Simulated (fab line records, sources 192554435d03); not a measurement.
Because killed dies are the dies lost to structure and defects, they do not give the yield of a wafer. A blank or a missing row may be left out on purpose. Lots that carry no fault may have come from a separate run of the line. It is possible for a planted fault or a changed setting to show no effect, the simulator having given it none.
fab line records	flow n5_finfet
record: lots: 7	wafers: 21
route steps=1938 shown BEOL_M0_SAQP@646 BEOL_M0@715 BEOL_M2@870 BEOL_M3@938
start_h: hours from the record's first day to the start of the lot's first wafer shown	wait_h: time in hours since the lot's previous step	" identical to the entry in the row above	L1.1+2: several wafers, shown together as one row	- no value present, or no start provided	* or withheld: withheld	< > ~ a bound
route shown NAME@n: a module of which the file shows steps, and the number in the route of the first	usual: mean and standard deviation over wafers with no fault	same: alike in all rows	chamber/n: place in a boat	sites: readings site by site	_std_site: their standard deviation	_edge_site: the outer-site mean with the inner-site mean subtracted	radius_mm: how far each site lies from the wafer's centre	mask NAME#n: copy n	behind: tool/chamber where the wafer was last shaped	hold: why the lot was held/for how many hours/how that ended	device: whichever transistor did not switch (one of n, p or np)	end of line: the tests these same wafers got at the end of their route	where a step has no rows: the recipe by itself	killed: dies lost to structure and defects at the first sort, not the wafer's yield	map: the dies of a wafer, with x for killed, . for not killed, _ for no die there
set.NAME: the setting that was run; set.NAME@STEP: the one run at that earlier step	model.NAME: the simulator's own value behind a step, which no gauge read
one table per step and one row per wafer, for lots whose settings were changed on purpose
== steps ==
step: N5_BEOL_M0_SAQP_EXPOSE_11
recipe: mask_id: M0_CORE	na: 1.35	source_shape: dipole	sigma_inner: 0.538	sigma_outer: 0.738	polarization: te	target_cd_nm: 42	dose_mj: 55
lot.wafer	tool	chamber	start_h	wait_h	mask	set.dose_mj
L074.1	arfi_scanner-03	0	108.13	-	M0_CORE#0	58.51
L074.4+5	"	0	"	"	M0_CORE#0	55
L077.2+3+4	arfi_scanner-03	0	127.96	-	M0_CORE#0	55
L084.1+5	arfi_scanner-02	0	169.94	-	M0_CORE#0	55
L084.2	"	0	"	"	M0_CORE#0	56.04
L085.1+2+4	arfi_scanner-03	0	174.88	-	M0_CORE#0	55
L086.1+3+6	arfi_scanner-03	0	183.40	-	M0_CORE#0	55
L087.1	arfi_scanner-02	0	187.35	-	M0_CORE#0	55
L087.2+5	"	0	"	"	M0_CORE#0	58.61
L093.3+6	arfi_scanner-03	0	223.32	-	M0_CORE#0	56.31
L093.4	"	0	"	"	M0_CORE#0	55
step: N5_BEOL_M0_SAQP_PEB_12
recipe: peb_temp_c: withheld	peb_time_s: 60	resist: CAR-ArF
step: N5_BEOL_M0_SAQP_DEVELOP_13
recipe: develop_time_s: 30	developer: TMAH	resist: CAR-ArF	dev_temp_c: 23	rinse_liquid: diw	dry: air_spin
step: N5_BEOL_M0_SAQP_ETCH_101
recipe: chemistry: CH3F/O2	target: SiNx	mask_material: SiO2	target_depth_a: 299	time_s: 42.7	pressure_mtorr: 30	source_w: 395	bias_w: 73	Ar_flow_sccm: 150	CH3F_flow_sccm: 30	O2_flow_sccm: 20	ion_energy_ev: 120
step: N5_BEOL_M0_SAQP_ETCH_102
recipe: chemistry: CF4	target: SiO2	target_depth_a: 40	ion_energy_ev: 350	time_s: 4.4	pressure_mtorr: 10	icp_w: 800	bias_w: 400	cf4_flow_sccm: 80
step: N5_BEOL_M0_SAQP_MANDREL_ETCH_103
recipe: chemistry: HBr/Cl2	target: a-Si	target_depth_a: 450	bt_time_s: 10	stop_on: SiCN	mask_material: SiO2	over_etch_frac: 0.8	time_s: 27	pressure_mtorr: 10	icp_w: 800	bias_w: 75	HBr_flow_sccm: 150	Cl2_flow_sccm: 80	ends: end_point
usual: oes_product_au: 0.684/0.012
lot.wafer	tool	chamber	start_h	wait_h	set.time_s@BEOL_M0_SAQP_PECVD_96	oes_product_au	model.etch.depth_nm
L074.1	rie_si-01	1	110.08	0.0	42.55	0.655	41.1
L074.4	"	0	"	"	45.2	0.679	44.7
L074.5	"	0	"	"	42.55	0.647	41.96
L077.2	rie_si-02	2	130.35	0.0	45.2	0.681	44.69
L077.3	"	3	"	"	45.2	0.703	45.19
L077.4	"	0	"	"	45.2	0.683	45.4
L084.1	rie_si-02	1	172.66	0.0	45.2	0.692	45.31
L084.2	"	0	"	"	39.85	0.634	39.57
L084.5	"	2	"	"	39.85	0.626	38.85
L085.1	rie_si-02	1	177.66	0.0	45.2	0.688	45.34
L085.2	"	2	"	"	45.2	0.689	45.41
L085.4	"	0	"	"	45.2	0.681	45.82
L086.1	rie_si-02	1	185.97	0.0	45.2	0.675	44
L086.3	"	3	"	"	45.2	0.692	44.39
L086.6	"	0	"	"	45.2	0.670	44.53
L087.1	rie_si-02	3	190.72	0.0	43.25	0.677	43.2
L087.2	"	2	"	"	43.25	0.664	42.33
L087.5	"	0	"	"	45.2	0.675	45
L093.3	rie_si-02	3	226.21	0.0	39.82	0.633	38.45
L093.4	"	2	"	"	39.82	0.646	39.61
L093.6	"	3	"	"	39.82	0.642	39.31
step: N5_BEOL_M0_SAQP_RECESS_104
recipe: chemistry: HF/NH3	target: SiO2	target_depth_a: 180	afs_cycles: 3	temp_c: 30	sublimation_temp_c: 180	sublimation_time_s: 60
step: N5_BEOL_M0_SAQP_COAT_105
recipe: resist: SOC	temp_c: 250	time_s: 60	spin_rpm: 1500	resist_thk_nm: 100
step: N5_BEOL_M0_SAQP_ETCH_106
recipe: chemistry: N2/H2	target: SOC	target_depth_a: 1500	stop_on: SiNx	ion_energy_ev: 100	bias_w: 61	pressure_mtorr: 30	source_w: 850	n2_flow_sccm: 200	h2_flow_sccm: 200
step: N5_BEOL_M0_SAQP_ETCH_107
recipe: chemistry: CH3F/O2	target: SiNx	target_depth_a: 300	mask_material: SOC	pressure_mtorr: 30	source_w: 395	bias_w: 73	Ar_flow_sccm: 150	CH3F_flow_sccm: 30	O2_flow_sccm: 20	ion_energy_ev: 120
lot.wafer	tool	chamber	start_h	wait_h	set.time_s@BEOL_M0_SAQP_PECVD_96	model.a-Si_of_BEOL_M0_SAQP_PECVD_96.thk_nm
L074.1	rie_diel-03	3	110.67	0.0	42.55	40.6
L074.4	"	2	"	"	45.2	44
L074.5	"	0	"	"	42.55	41.4
L077.2	rie_diel-02	1	130.94	0.0	45.2	44
L077.3	"	3	"	"	45.2	44.6
L077.4	"	2	"	"	45.2	44.8
L084.1	rie_diel-03	2	173.37	0.0	45.2	44.8
L084.2	"	1	"	"	39.85	39
L084.5	"	1	"	"	39.85	38.2
L085.1+2	rie_diel-02	2,1	178.32	0.0	45.2	44.8
L085.4	"	3	"	"	45.2	45.2
L086.1	rie_diel-01	1	187.55	0.0	45.2	43.4
L086.3	"	0	"	"	45.2	43.8
L086.6	"	3	"	"	45.2	44
L087.1	rie_diel-02	3	191.31	0.0	43.25	42.6
L087.2	"	2	"	"	43.25	41.8
L087.5	"	3	"	"	45.2	44.4
L093.3	rie_diel-03	0	227.12	0.0	39.82	37.8
L093.4	"	1	"	"	39.82	39
L093.6	"	3	"	"	39.82	38.8
step: N5_BEOL_M0_SAQP_STRIP_108
recipe: chemistry: N2/H2	power_w: 500	temp_c: 40	pressure_mtorr: 50	rf_frequency_hz: 6e+07	overash_fraction: 0.3	bias_power_w: 28	h2_frac: 0.5	n2_flow_sccm: 300	h2_flow_sccm: 300
step: N5_BEOL_M0_SAQP_RECESS_109
recipe: chemistry: HF/NH3	target: SiO2	target_depth_a: 30	afs_cycles: 1	temp_c: 30	sublimation_temp_c: 180	sublimation_time_s: 60
step: N5_BEOL_M0_SAQP_SPACER2_ALD_26
recipe: material: SiO2	target_thk_a: 150	temp_c: 300	ald_precursor_family: BDEAS	ald_co_reactant: O2-plasma	pulse_time_s: 1	purge_time_s: 2	co_reactant_purge_time_s: 2	pressure_torr: 2
step: N5_BEOL_M0_SAQP_SPACER2_ETCHBACK_27
recipe: chemistry: CHF3/O2	mode: anisotropic_etchback	target: SiO2	target_depth_a: 225	time_s: 11.25	pressure_mtorr: 30	source_w: 650	bias_w: 170	Ar_flow_sccm: 200	CHF3_flow_sccm: 50	O2_flow_sccm: 5	ion_energy_ev: 200
lot.wafer	tool	chamber	start_h	wait_h	set.time_s@BEOL_M0_SAQP_PECVD_96	model.a-Si_of_BEOL_M0_SAQP_PECVD_96.thk_nm
L074.1	rie_diel-01	3	111.47	0.3	42.55	39
L074.4	"	0	"	"	45.2	42.4
L074.5	"	0	"	"	42.55	39.8
L077.2	rie_diel-01	1	131.79	0.3	45.2	42.6
L077.3	"	2	"	"	45.2	43
L077.4	"	0	"	"	45.2	43.2
L084.1	rie_diel-02	2	174.40	0.3	45.2	43
L084.2	"	3	"	"	39.85	37.4
L084.5	"	0	"	"	39.85	36.8
L085.1+2	rie_diel-02	0,1	179.26	0.4	45.2	43.2
L085.4	"	3	"	"	45.2	43.6
L086.1	rie_diel-02	1	189.57	0.3	45.2	41.8
L086.3	"	0	"	"	45.2	42.2
L086.6	"	0	"	"	45.2	42.4
L087.1	rie_diel-01	3	192.17	0.3	43.25	41
L087.2	"	1	"	"	43.25	40.2
L087.5	"	1	"	"	45.2	42.8
L093.3	rie_diel-02	3	227.94	0.3	39.82	36.2
L093.4	"	1	"	"	39.82	37.4
L093.6	"	3	"	"	39.82	37.2
step: N5_BEOL_M0_SAQP_EXPOSE_37
recipe: mask_id: M0_CUT1	na: 0.33	source_shape: annular	sigma_inner: 0.35	sigma_outer: 0.8	polarization: unpolarized	target_cd_nm: 30	dose_mj: 44.75
lot.wafer	tool	chamber	start_h	wait_h	mask	set.dose_mj
L074.1+4+5	euv_scanner-01	0	111.84	-	M0_CUT1#0	42.87
L077.2+3+4	euv_scanner-01	0	132.17	-	M0_CUT1#0	44.75
L084.1+2+5	euv_scanner-01	0	174.89	-	M0_CUT1#0	44.75
L085.1	euv_scanner-01	0	179.63	-	M0_CUT1#0	44.75
L085.2+4	"	0	"	"	M0_CUT1#0	47.93
L086.1+3+6	euv_scanner-01	0	189.95	-	M0_CUT1#0	44.75
L087.1+2+5	euv_scanner-01	0	192.54	-	M0_CUT1#0	44.75
L093.3+4	euv_scanner-01	0	228.32	-	M0_CUT1#0	47.65
L093.6	"	0	"	"	M0_CUT1#0	44.75
step: N5_BEOL_M0_SAQP_PEB_38
recipe: peb_temp_c: 100	peb_time_s: 60	resist: CAR-EUV
step: N5_BEOL_M0_SAQP_DEVELOP_39
recipe: develop_time_s: 30	developer: TMAH	resist: CAR-EUV	rinse_liquid: surfactant_rinse	dry: air_spin	dev_temp_c: 23
step: N5_BEOL_M0_SAQP_CD_MEAS_40
recipe: target_cd_nm: 30	landing_energy_ev: 500	detector: se_inlens
usual: cd_nm: 30.0/0.33
lot.wafer	tool	chamber	start_h	wait_h	set.dose_mj@BEOL_M0_SAQP_EXPOSE_37	cd_nm
L074.1	cd_sem-01	0	111.97	-	42.87	28.8
L074.4	"	0	"	"	42.87	28.6
L074.5	"	0	"	"	42.87	29.1
L077.2	cd_sem-01	0	132.30	-	44.75	30.1
L077.3	"	0	"	"	44.75	30.1
L077.4	"	0	"	"	44.75	29.8
L084.1	cd_sem-01	0	175.03	-	44.75	30.1
L084.2	"	0	"	"	44.75	30.6
L084.5	"	0	"	"	44.75	30.0
L085.1	cd_sem-01	0	179.76	-	44.75	29.5
L085.2	"	0	"	"	47.93	31.0
L085.4	"	0	"	"	47.93	31.3
L086.1	cd_sem-02	0	190.08	-	44.75	29.9
L086.3	"	0	"	"	44.75	29.8
L086.6	"	0	"	"	44.75	29.7
L087.1	cd_sem-03	0	192.68	-	44.75	29.8
L087.2	"	0	"	"	44.75	30.1
L087.5	"	0	"	"	44.75	30.2
L093.3	cd_sem-03	0	228.45	-	47.65	31.5
L093.4	"	0	"	"	47.65	30.9
L093.6	"	0	"	"	44.75	29.6
step: N5_BEOL_M0_SAQP_DESCUM_45
recipe: chemistry: O2	time_s: 7	source_power_w: 50	bias_power_w: 20	pressure_mtorr: 20	rf_frequency_hz: 2.712e+07	temp_c: 40	resist: CAR-EUV	o2_flow_sccm: 225
lot.wafer	tool	chamber	start_h	wait_h	set.dose_mj@BEOL_M0_SAQP_EXPOSE_37	model.BEOL_M0_SAQP.cd_nm
L074.1+4	rie_diel-01	2,0	112.09	0.0	42.87	28.8
L074.5	"	0	"	"	42.87	29
L077.2+4	rie_diel-02	0,3	132.43	0.0	44.75	29.8
L077.3	"	1	"	"	44.75	30
L084.1+5	rie_diel-01	3	175.36	0.2	44.75	30.4
L084.2	"	0	"	"	44.75	30.2
L085.1	rie_diel-02	2	179.89	0.0	44.75	29.6
L085.2	"	1	"	"	47.93	31
L085.4	"	0	"	"	47.93	31.2
L086.1+6	rie_diel-03	0	190.32	0.1	44.75	29.8
L086.3	"	3	"	"	44.75	30
L087.1	rie_diel-01	2	192.80	0.0	44.75	30
L087.2+5	"	3	"	"	44.75	30.2
L093.3	rie_diel-01	2	228.58	0.0	47.65	31.4
L093.4	"	1	"	"	47.65	31.2
L093.6	"	3	"	"	44.75	30.4
step: N5_BEOL_M0_ETCH_138
recipe: chemistry: CH3F/O2	target_depth_a: 120	target: SiCN	time_s: 31.6	ion_energy_ev: 120	pressure_mtorr: 30	source_w: 395	bias_w: 75	Ar_flow_sccm: 150	CH3F_flow_sccm: 30	O2_flow_sccm: 20	ends: cleared
usual: rf_vpp_V: 298.1/1.3
lot.wafer	tool	chamber	start_h	wait_h	set.source_w	rf_vpp_V
L074.1	rie_diel-05	2	114.09	0.0	395	300.8
L074.4	"	0	"	"	334.9	315.2
L074.5	"	0	"	"	395	299.1
L077.2	rie_diel-06	0	133.91	0.0	395	296.7
L077.3	"	2	"	"	395	298.3
L077.4	"	1	"	"	395	296.5
L084.1	rie_diel-05	0	176.90	0.0	395	299.4
L084.2	"	3	"	"	333.4	316.0
L084.5	"	2	"	"	333.4	316.4
L085.1	rie_diel-05	2	182.24	0.0	395	299.6
L085.2	"	0	"	"	371	305.4
L085.4	"	3	"	"	395	299.9
L086.1	rie_diel-04	0	192.06	0.0	395	297.3
L086.3	"	3	"	"	395	296.2
L086.6	"	0	"	"	395	297.4
L087.1	rie_diel-05	2	194.75	0.0	353	309.1
L087.2	"	0	"	"	353	309.7
L087.5	"	0	"	"	353	309.9
L093.3	rie_diel-05	1	231.12	0.0	395	297.3
L093.4	"	3	"	"	395	301.4
L093.6	"	2	"	"	395	298.9
step: N5_BEOL_M0_ETCH_109
recipe: chemistry: CH3F/O2	target_depth_a: 80	overetch_a: 24	target: SiCN	time_s: 27.4	ion_energy_ev: 120	pressure_mtorr: 30	source_w: 395	bias_w: 75	Ar_flow_sccm: 150	CH3F_flow_sccm: 30	O2_flow_sccm: 20
usual: rf_vpp_V: 298.2/1.3
lot.wafer	tool	chamber	start_h	wait_h	set.bias_w	rf_vpp_V
L074.1	rie_diel-05	2	116.26	0.0	75	300.0
L074.4	"	1	"	"	75	298.9
L074.5	"	3	"	"	75	294.5
L077.2	rie_diel-05	2	135.09	0.0	75	298.6
L077.3	"	1	"	"	75	299.0
L077.4	"	1	"	"	75	297.7
L084.1	rie_diel-04	1	177.58	0.0	75	297.3
L084.2	"	0	"	"	75	296.2
L084.5	"	1	"	"	75	298.8
L085.1	rie_diel-04	2	183.67	0.0	67.85	279.7
L085.2	"	3	"	"	75	298.9
L085.4	"	1	"	"	75	299.5
L086.1	rie_diel-05	2	194.87	0.4	69.85	285.3
L086.3	"	0	"	"	75	297.8
L086.6	"	0	"	"	69.85	284.5
L087.1	rie_diel-05	1	197.92	0.1	75	298.3
L087.2	"	2	"	"	75	298.2
L087.5	"	3	"	"	75	301.6
L093.3	rie_diel-05	1	233.55	0.5	75	298.6
L093.4	"	3	"	"	63.18	269.1
L093.6	"	1	"	"	63.18	266.9
step: N5_BEOL_M2_COAT_22
recipe: resist: CAR-EUV	spin_rpm: 1500	resist_thk_nm: 30
lot.wafer	tool	chamber	start_h	wait_h	set.spin_rpm	model.CAR-EUV_of_BEOL_M2_COAT_22.thk_nm
L074.1	litho_track-02	0	-	-	1500	30.2
L074.4+5	"	0	"	"	1500	30
L077.2+3+4	litho_track-03	0	-	-	1500	30.2
L084.1	litho_track-04	0	-	-	1388	31.2
L084.2+5	"	0	"	"	1500	30
L085.1	litho_track-03	0	-	-	1668	28.4
L085.2+4	"	0	"	"	1668	28.6
L086.1+3+6	litho_track-03	0	-	-	1418	31
L087.1+2	litho_track-02	0	-	-	1500	30.2
L087.5	"	0	"	"	1389	31.2
L093.3	litho_track-04	0	-	-	1500	30
L093.4+6	"	0	"	"	1500	29.8
step: N5_BEOL_M2_EBR_24
recipe: solvent: PGMEA	ebr_width_mm: 1.5
step: N5_BEOL_M2_SOFTBAKE_23
recipe: temp_c: 110	time_s: 60	resist: CAR-EUV
step: N5_BEOL_M2_EXPOSE_25
recipe: mask_id: V1	na: 0.33	source_shape: quasar	sigma_inner: 0.2	sigma_outer: 0.8	polarization: unpolarized	defocus_nm: 5	dose_mj: 63
step: N5_BEOL_M2_PEB_26
recipe: peb_temp_c: 100	peb_time_s: 60	resist: CAR-EUV
step: N5_BEOL_M2_DEVELOP_27
recipe: develop_time_s: 30	developer: TMAH	resist: CAR-EUV	rinse_liquid: surfactant_rinse	dry: air_spin	dev_temp_c: 23
lot.wafer	tool	chamber	start_h	wait_h	set.spin_rpm@BEOL_M2_COAT_22	model.CAR-EUV_of_BEOL_M2_COAT_22.thk_nm
L074.1+4+5	litho_track-03	0	-	-	1500	29.6
L077.2+3+4	litho_track-02	0	-	-	1500	29.6
L084.1	litho_track-04	0	-	-	1388	30.6
L084.2+5	"	0	"	"	1500	29.4
L085.1+2+4	litho_track-03	0	-	-	1668	28
L086.1+3+6	litho_track-03	0	-	-	1418	30.6
L087.1+2	litho_track-02	0	-	-	1500	29.6
L087.5	"	0	"	"	1389	30.8
L093.3+4+6	litho_track-02	0	-	-	1500	29.4
step: N5_BEOL_M2_DESCUM_33
recipe: chemistry: O2	time_s: 7	source_power_w: 50	bias_power_w: 20	pressure_mtorr: 20	rf_frequency_hz: 2.712e+07	temp_c: 40	resist: CAR-EUV	o2_flow_sccm: 225
lot.wafer	tool	chamber	start_h	wait_h	set.spin_rpm@BEOL_M2_COAT_22	model.CAR-EUV_of_BEOL_M2_COAT_22.thk_nm
L074.1+4+5	rie_diel-04	3,2,3	131.70	0.0	1500	26.2
L077.2+3+4	rie_diel-06	1,0,3	149.53	0.0	1500	26.2
L084.1	rie_diel-05	2	199.62	0.0	1388	27
L084.2	"	0	"	"	1500	26
L084.5	"	2	"	"	1500	25.8
L085.1+2+4	rie_diel-06	1,0,3	202.00	0.0	1668	24.6
L086.1+6	rie_diel-04	0,3	212.04	0.2	1418	27
L086.3	"	3	"	"	1418	27.2
L087.1	rie_diel-06	1	216.79	0.4	1500	26.4
L087.2	"	3	"	"	1500	26.2
L087.5	"	3	"	"	1389	27.2
L093.3	rie_diel-05	1	253.55	0.9	1500	26
L093.4+6	"	2,1	"	"	1500	25.8
step: N5_BEOL_M2_ETCH_69
recipe: chemistry: CF4	target: SiARC	target_depth_a: 156	mask_material: CAR-EUV	time_s: 26	ion_energy_ev: 80	pressure_mtorr: 40	source_w: 545	bias_w: 36	Ar_flow_sccm: 100	cf4_flow_sccm: 100	ends: cleared
usual: rf_vpp_V: 184.3/1.1
lot.wafer	tool	chamber	start_h	wait_h	set.bias_w	rf_vpp_V
L074.1	rie_diel-04	3	131.75	0.0	40.66	198.9
L074.4	"	2	"	"	40.66	200.1
L074.5	"	3	"	"	36	184.6
L077.2	rie_diel-06	1	149.59	0.0	36	186.0
L077.3	"	0	"	"	36	183.2
L077.4	"	3	"	"	36	185.1
L084.1	rie_diel-05	2	199.67	0.0	30.26	164.6
L084.2	"	0	"	"	36	184.9
L084.5	"	2	"	"	30.26	164.5
L085.1	rie_diel-06	1	202.05	0.0	29.82	163.5
L085.2	"	0	"	"	29.82	164.0
L085.4	"	3	"	"	36	181.9
L086.1	rie_diel-04	0	212.09	0.0	36	184.5
L086.3	"	3	"	"	36	185.4
L086.6	"	3	"	"	36	182.8
L087.1	rie_diel-06	1	216.84	0.0	39.33	195.2
L087.2	"	3	"	"	36	184.7
L087.5	"	3	"	"	39.33	193.6
L093.3	rie_diel-05	1	253.61	0.0	36	185.1
L093.4	"	2	"	"	36	185.0
L093.6	"	1	"	"	36	185.0
step: N5_BEOL_M3_COAT_05
recipe: resist: CAR-EUV	spin_rpm: 1500	resist_thk_nm: 30
lot.wafer	tool	chamber	start_h	wait_h	set.spin_rpm	model.CAR-EUV_of_BEOL_M3_COAT_05.thk_nm
L074.1+5	litho_track-01	0	-	-	1500	30
L074.4	"	0	"	"	1558	29.4
L077.2+3+4	litho_track-05	0	-	-	1500	30
L084.1	litho_track-05	0	-	-	1500	30
L084.2	"	0	"	"	1500	30.2
L084.5	"	0	"	"	1340	31.8
L085.1+4	litho_track-05	0	-	-	1500	30
L085.2	"	0	"	"	1394	31.2
L086.1+3+6	litho_track-01	0	-	-	1500	30
L087.1+2	litho_track-05	0	-	-	1500	30
L087.5	"	0	"	"	1334	32
L093.3	litho_track-02	0	-	-	1500	30
L093.4	"	0	"	"	1381	31.2
L093.6	"	0	"	"	1500	29.8
== key ==
split: step: N5_BEOL_M0_SAQP_EXPOSE_11	setting: dose_mj	stated: 55	by: wafer
response none clear
split: step: N5_BEOL_M0_SAQP_EXPOSE_37	setting: dose_mj	stated: 44.75	by: wafer
response: step: N5_BEOL_M0_SAQP_CD_MEAS_40	reading: cd_nm	change: +0.239	per: 1%	r: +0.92
response: step: N5_BEOL_M0_SAQP_DESCUM_45	reading: model.BEOL_M0_SAQP.cd_nm	change: +0.178	per: 1%	r: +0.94
split: step: N5_BEOL_M0_ETCH_138	setting: source_w	stated: 395	by: wafer
response: step: N5_BEOL_M0_ETCH_138	reading: rf_vpp_V	change: -1.03	per: 1%	r: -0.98
split: step: N5_BEOL_M0_ETCH_109	setting: bias_w	stated: 75	by: wafer
response: step: N5_BEOL_M0_ETCH_109	reading: rf_vpp_V	change: +1.96	per: 1%	r: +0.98
split: step: N5_BEOL_M2_COAT_22	setting: spin_rpm	stated: 1500	by: wafer
response: step: N5_BEOL_M2_COAT_22	reading: model.CAR-EUV_of_BEOL_M2_COAT_22.thk_nm	change: -0.148	per: 1%	r: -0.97
response: step: N5_BEOL_M2_DEVELOP_27	reading: model.CAR-EUV_of_BEOL_M2_COAT_22.thk_nm	change: -0.161	per: 1%	r: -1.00
response: step: N5_BEOL_M2_DESCUM_33	reading: model.CAR-EUV_of_BEOL_M2_COAT_22.thk_nm	change: -0.135	per: 1%	r: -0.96
split: step: N5_BEOL_M2_ETCH_69	setting: bias_w	stated: 36	by: wafer
response: step: N5_BEOL_M2_ETCH_69	reading: rf_vpp_V	change: +1.14	per: 1%	r: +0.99
split: step: N5_BEOL_M3_COAT_05	setting: spin_rpm	stated: 1500	by: wafer
response: step: N5_BEOL_M3_COAT_05	reading: model.CAR-EUV_of_BEOL_M3_COAT_05.thk_nm	change: -0.169	per: 1%	r: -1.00
split outside_this_file step=N5_BEOL_M0_SAQP_PECVD_96 setting=time_s
split outside_this_file: this setting was split too, and the file shows its column; the key of that split is in another file
